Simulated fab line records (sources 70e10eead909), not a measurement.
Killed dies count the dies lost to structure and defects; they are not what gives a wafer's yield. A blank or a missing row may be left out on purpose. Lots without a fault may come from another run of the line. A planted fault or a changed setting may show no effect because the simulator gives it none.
Chamber matching	flow nand-harc	NHARC_P_STI_ETCH_42 on rie-diel-10 has 4 sister chambers
The step etches the open film in N2/H2, target depth 80 nm, overetch 24 nm, time 61 s. 8 wafers are shown with their chamber, then 7 later ones without.

WAFERS PAIRED WITH THEIR CHAMBERS
wafer	chamber	showerhead-plenum-p-Torr (Torr)	drypump-motor-current-A (A)
L342.3	0	2.14	5.66
L344.3	3	1.97	5.34
L344.5	1	2.03	5.71
L347.1	2	2.20	5.54
L347.5	3	1.97	5.33
L347.6	0	2.14	5.62
L350.3	1	2.03	5.69
L350.4	2	2.19	5.57

WAFERS MISSING THEIR CHAMBER
wafer	showerhead-plenum-p-Torr (Torr)	drypump-motor-current-A (A)
L350.6	2.14	5.63
L358.4	1.97	5.32
L358.5	2.14	5.62
L358.6	2.19	5.53
L360.1	2.19	5.55
L360.3	2.14	5.64
L360.5	2.14	5.68

CHAMBER TAKEN BY EACH
wafer	from the rows above	in truth
L350.6	0	0
L358.4	3	3
L358.5	0	0
L358.6	2	2
L360.1	2	2
L360.3	0	0
L360.5	0	0
7 of 7 placed correctly. Not placeable from these rows: 0. 0 placed wrongly.
How it was worked out, from the rows above alone: a wafer's distance from a chamber is the root of the sum, over the readings, of the square of ((its reading less the chamber's mean) divided by the reading's scatter). The wafer belongs to the nearest chamber; if the next one is less than 2 further off, it can't be placed. For every chamber, the mean is computed from those of its wafers that are shown. The scatter is the square root of a quotient: the sum, over the shown wafers, of each reading's squared deviation from its chamber's mean, divided by wafers minus chambers.
